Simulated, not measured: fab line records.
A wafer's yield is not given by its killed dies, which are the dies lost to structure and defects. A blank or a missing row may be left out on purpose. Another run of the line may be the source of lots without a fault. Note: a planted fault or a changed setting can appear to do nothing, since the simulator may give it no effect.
fab line records | flow n5_finfet | part 2 of 2: steps 5 to 6 of 6
[record] lots = 22 wafers = 66 last_day = 18
route steps=1938 shown SD_EPI_P@311 SDB@359 HKMG_FIN@400 GATE_CUT@477
lots with no fault: from the same line, run without faults
start_h: hours from the record's first day to the start of the lot's first wafer shown | wait_h: hours elapsed since this lot's preceding step | " identical to the entry in the row above | L1.1+2: a row that stands for several wafers | - value missing, or start not given | * or withheld: withheld | < > ~ a bound
route shown NAME@n: NAME is a module with steps in the file, n the number in the route of the first one | usual: the fault-free wafers' mean and standard deviation | same: alike in all rows | chamber/n: place in a boat | sites: each site's reading | _std_site: how widely they spread, as a standard deviation | _edge_site: mean of outer sites minus mean of inner sites | radius_mm: for every site, how far away it sits from the centre of the wafer | mask NAME#n: copy n | behind: the last tool/chamber to shape the wafer | hold: why the lot was held/for how many hours/how that ended | device: whichever transistor did not switch (one of n, p or np) | end of line: the tests these same wafers got at the end of their route | a step without rows: its recipe alone | killed: count of dies lost to structure and defects at first sort (not the wafer's yield) | map: shows each die of a wafer: x if killed, . if not, _ if none is there
set.NAME: the run value of the setting; set.NAME@STEP: its run value at that earlier step | model.NAME: the simulator's own value behind a step, which no gauge read
route steps across a sampled set of lots; one table per step, one row per wafer
services: from which hour (start_h, from the record's first day; less than 0 if before it) a tool's chamber was out of use, for how many hours, and why
[[steps]]
[step N5_GATE_CUT_HM_DEP_46]
[recipe] material = SiO2 target_thk_a = 1300 temp_c = 400 precursor = TEOS/O2 pressure_torr = 6.5 rf_w = 900 teos_flow_sccm = 161.4 gas = O2 flow_sccm = 2650 time_s = 26.6
[usual] heater_power_outer_w = 360/77 heater_power_w = 618/120 showerhead_plenum_p_Torr = 8.36/0.037 throttle_valve_pct = 18.1/0.89
// columns lot.wafer tool chamber start_h wait_h heater_power_outer_w heater_power_w showerhead_plenum_p_Torr throttle_valve_pct
L074.4 pecvd-01 1 85.68 0.1 397 705 8.37 19.2
L074.5 " 0 " " 430 671 8.42 17.4
L074.6 " 2 " " 412 610 8.27 18.4
L076.2 pecvd-03 0 96.44 0.0 266 457 8.38 17.3
L076.3 " 1 " " 319 522 8.38 19.0
L076.5 " 0 " " 274 449 8.40 17.3
L077.1 pecvd-03 2 103.07 0.0 377 715 8.39 17.2
L077.2 " 0 " " 203 366 8.37 17.1
L077.5 " 2 " " 391 710 8.42 17.2
L078.2 pecvd-03 2 112.23 0.0 458 826 8.42 17.2
L078.5 " 2 " " 459 824 8.39 17.2
L078.6 " 0 " " 277 477 8.36 17.5
L079.3 pecvd-01 1 124.62 0.0 397 740 8.36 19.0
L079.4 " 2 " " 424 623 8.30 18.7
L079.5 " 0 " " 450 694 8.41 17.5
L080.2 pecvd-03 1 126.89 0.0 317 516 8.36 19.1
L080.5 " 1 " " 318 521 8.37 19.2
L080.6 " 0 " " 207 364 8.37 17.4
L081.2 pecvd-03 0 131.88 0.0 263 471 8.39 17.3
L081.4 " 1 " " 293 490 8.37 19.1
L081.5 " 2 " " 449 791 8.41 17.1
L082.1 pecvd-02 2 132.77 0.0 333 559 8.36 16.9
L082.3 " 1 " " 302 565 8.36 19.0
L082.5 " 1 " " 304 579 8.35 19.1
L083.1 pecvd-02 0 139.45 0.0 339 693 8.35 18.3
L083.3 " 1 " " 415 712 8.34 19.2
L083.4 " 2 " " 315 553 8.32 16.5
L085.1 pecvd-03 0 150.53 0.0 258 435 8.39 17.4
L085.2 " 2 " " 421 749 8.38 17.3
L085.6 " 2 " " 411 772 8.40 17.6
L086.3 pecvd-01 1 156.72 0.0 389 700 8.35 19.4
L086.4 " 0 " " 362 571 8.38 17.6
L086.5 " 1 " " 394 712 8.35 19.1
L087.3 pecvd-02 2 160.34 0.0 388 639 8.38 17.0
L087.4 " 1 " " 315 576 8.34 18.9
L087.5 " 2 " " 404 641 8.36 16.9
L088.2 pecvd-03 2 169.57 0.0 407 753 8.37 17.5
L088.4 " 2 " " 424 769 8.41 17.3
L088.5 " 1 " " 273 467 8.36 19.3
L089.2 pecvd-01 1 179.68 0.0 392 706 8.38 19.3
L089.3 " 0 " " 434 691 8.43 17.6
L089.5 " 2 " " 423 627 8.28 18.8
L090.3 pecvd-03 1 187.82 0.0 245 418 8.35 19.2
L090.4 " 2 " " 327 656 8.39 17.5
L090.5 " 1 " " 248 434 8.35 19.1
L092.1 pecvd-01 0 191.67 0.0 432 666 8.42 17.6
L092.2 " 1 " " 355 636 8.35 19.3
L092.3 " 1 " " 352 667 8.37 19.3
L091.1 pecvd-02 0 192.68 0.0 321 661 8.35 18.1
L091.2 " 2 " " 322 578 8.33 16.8
L091.3 " 1 " " 376 676 8.36 19.1
L093.2 pecvd-03 1 198.50 0.0 288 477 8.38 19.2
L093.3 " 2 " " 451 814 8.38 17.4
L093.4 " 1 " " 284 480 8.35 19.3
L094.1 pecvd-02 1 208.26 0.0 314 586 8.35 19.1
L094.5 " 0 " " 361 715 8.38 18.4
L094.6 " 1 " " 315 591 8.36 19.0
L095.2 pecvd-03 0 218.75 0.0 274 475 8.37 17.3
L095.3 " 2 " " 469 822 8.41 17.5
L095.4 " 1 " " 330 535 8.34 19.1
L097.2 pecvd-02 1 229.33 0.0 348 639 8.35 19.0
L097.4 " 2 " " 357 588 8.34 16.9
L097.5 " 0 " " 285 633 8.35 18.3
L096.1 pecvd-01 1 232.48 0.0 326 603 8.36 19.1
L096.2 " 0 " " 441 672 8.40 17.6
L096.4 " 0 " " 444 696 8.39 17.5
[step N5_GATE_CUT_DESCUM_18]
[recipe] chemistry = O2 time_s = 7 source_power_w = 50 bias_power_w = 20 pressure_mtorr = 20 rf_frequency_hz = 2.712e+07 temp_c = 40 resist = CAR-EUV o2_flow_sccm = 225
[usual] drypump_motor_current_A = 5.8/0.36 oes_product_au = 0.76/0.086 rf_vpp_V = 243.5/1.1 showerhead_plenum_p_Torr = 2.12/0.049 throttle_valve_pct = 20.40/0.25
// columns lot.wafer tool chamber start_h wait_h drypump_motor_current_A oes_product_au rf_hours_counter_h rf_vpp_V showerhead_plenum_p_Torr throttle_valve_pct
L074.4 rie_diel-04 3 86.13 0.0 5.9 0.70 - 243.3 2.14 20.48
L074.5 " 0 " " 5.6 0.72 - 243.9 2.16 20.52
L074.6 " 1 " " 6.3 0.71 - 244.2 2.16 20.57
L076.2 rie_diel-04 1 97.02 0.1 6.3 0.71 201 243.6 2.16 20.59
L076.3 " 3 " " 5.9 0.71 226 243.2 2.14 20.49
L076.5 " 0 " " 5.6 0.72 - 243.6 2.16 20.51
L077.1 rie_diel-01 2 103.53 0.0 5.4 0.70 219 244.0 2.07 20.87
L077.2 " 3 " " 5.7 0.76 120 242.8 2.01 20.27
L077.5 " 2 " " 5.4 0.71 - 243.0 2.07 20.88
L078.2 rie_diel-04 0 112.70 0.0 5.7 0.72 225 245.1 2.16 20.54
L078.5 " 2 " " 6.2 0.96 - 241.8 2.07 19.89
L078.6 " 3 " " 5.9 0.70 - 243.6 2.14 20.49
L079.3 rie_diel-04 0 125.20 0.0 5.6 0.72 229 243.5 2.15 20.53
L079.4 " 1 " " 6.3 0.70 208 243.0 2.16 20.58
L079.5 " 0 " " 5.6 0.71 - 245.1 2.15 20.54
L080.2 rie_diel-04 3 127.43 0.1 5.9 0.70 235 243.3 2.14 20.49
L080.5 " 3 " " 5.9 0.70 - 242.8 2.14 20.50
L080.6 " 2 " " 6.2 0.94 - 241.9 2.07 19.91
L081.2 rie_diel-04 1 132.34 0.0 6.3 0.70 210 243.7 2.16 20.60
L081.4 " 0 " " 5.6 0.71 231 244.0 2.15 20.53
L081.5 " 2 " " 6.2 0.92 - 243.7 2.07 19.92
L082.1 rie_diel-01 1 133.35 0.0 5.6 0.75 163 242.9 2.09 20.37
L082.3 " 3 " " 5.7 0.75 129 242.8 2.01 20.30
L082.5 " 0 " " 5.3 0.84 - 243.3 2.12 20.35
L083.1 rie_diel-04 2 139.91 0.0 6.2 0.91 14 241.7 2.07 19.92
L083.3 " 0 " " 5.6 0.71 233 243.9 2.15 20.54
L083.4 " 1 " " 6.3 0.70 212 242.1 2.16 20.60
L085.1 rie_diel-04 0 151.27 0.2 5.6 0.71 236 243.8 2.15 20.53
L085.2 " 2 " " 6.2 0.91 16 242.1 2.07 19.92
L085.6 " 1 " " 6.3 0.69 - 244.5 2.16 20.60
L086.3 rie_diel-05 2 157.18 0.0 5.9 0.72 209 244.2 2.08 20.45
L086.4 " 1 " " 5.2 0.76 139 243.5 2.11 20.23
L086.5 " 1 " " 5.2 0.76 - 244.4 2.11 20.22
L087.3 rie_diel-01 1 160.93 0.0 5.5 0.74 170 243.4 2.09 20.39
L087.4 " 2 " " 5.4 0.70 237 242.1 2.07 20.90
L087.5 " 1 " " 5.5 0.74 - 243.8 2.09 20.40
L088.2 rie_diel-04 1 170.16 0.0 6.3 0.69 221 243.1 2.15 20.62
L088.4 " 3 " " 5.9 0.69 245 242.0 2.13 20.51
L088.5 " 0 " " 5.6 0.70 - 245.5 2.15 20.55
L089.2 rie_diel-04 0 180.27 0.0 5.7 0.69 244 244.9 2.15 20.55
L089.3 " 2 " " 6.2 0.89 24 243.0 2.06 19.94
L089.5 " 1 " " 6.3 0.69 - 244.2 2.15 20.61
L090.3 rie_diel-05 0 188.40 0.0 5.4 0.91 24 245.2 2.23 20.39
L090.4 " 1 " " 5.2 0.75 145 243.9 2.11 20.23
L090.5 " 1 " " 5.2 0.75 - 243.4 2.11 20.23
L092.1 rie_diel-05 2 192.29 0.0 5.8 0.72 216 242.5 2.08 20.46
L092.2 " 0 " " 5.4 0.89 25 246.1 2.23 20.38
L092.3 " 1 " " 5.2 0.75 146 243.9 2.11 20.23
L091.1 rie_diel-04 0 193.14 0.0 5.6 0.69 249 242.7 2.15 20.56
L091.2 " 2 " " 6.2 0.88 29 241.3 2.06 19.95
L091.3 " 1 " " 6.3 0.69 228 244.9 2.15 20.61
L093.2 rie_diel-04 0 199.15 0.1 5.6 0.69 251 243.8 2.15 20.56
L093.3 " 2 " " 6.2 0.88 31 244.1 2.06 19.95
L093.4 " 2 " " 6.2 0.87 - 241.8 2.06 19.96
L094.1 rie_diel-05 1 208.87 0.1 5.2 0.74 152 243.6 2.10 20.25
L094.5 " 1 " " 5.2 0.74 - 244.3 2.10 20.24
L094.6 " 2 " " 5.9 0.72 - 242.4 2.08 20.47
L095.2 rie_diel-04 3 219.46 0.3 5.9 0.95 5 244.4 2.13 20.14
L095.3 " 1 " " 6.3 0.68 238 244.1 2.15 20.66
L095.4 " 2 " " 6.2 0.86 - 243.6 2.06 19.95
L097.2 rie_diel-01 0 229.79 0.0 5.3 0.81 75 242.9 2.11 20.37
L097.4 " 2 " " 5.4 0.68 - 243.3 2.06 20.93
L097.5 " 1 " " 5.5 0.73 - 242.6 2.09 20.39
L096.1 rie_diel-05 3 233.06 0.0 5.6 0.67 227 241.4 2.08 20.58
L096.2 " 2 " " 5.9 0.70 228 242.2 2.07 20.48
L096.4 " 0 " " 5.4 0.87 39 245.3 2.23 20.40
[[services]]
// columns tool chamber start_h hours kind
rie_diel-02 3 49.63 8.5 repair
rie_diel-02 0 53.04 14.0 repair
pecvd-01 - 60.67 1.1 repair
rie_diel-02 - 63.34 4.1 repair
rie_diel-04 2 75.40 - clean
rie_diel-04 2 75.40 - consumable_replace:focus_ring
rie_diel-01 0 83.15 5.0 repair
rie_diel-01 0 97.10 6.9 repair
rie_diel-06 - 100.57 14.6 pm
pecvd-02 - 104.29 2.8 pm
rie_diel-06 0 131.05 5.5 repair
pecvd-03 - 136.71 1.1 repair
rie_diel-05 1 141.67 9.0 repair
pecvd-02 2 145.61 5.1 repair
pecvd-03 - 145.76 1.0 repair
rie_diel-06 0 162.38 3.7 repair
rie_diel-02 1 162.82 3.1 repair
rie_diel-04 3 184.80 - clean
pecvd-01 2 190.23 2.3 repair
rie_diel-05 3 190.29 7.9 repair
rie_diel-01 1 194.00 11.3 repair
rie_diel-01 0 197.51 3.7 repair
pecvd-02 - 214.93 1.0 repair
rie_diel-01 3 226.04 5.8 repair
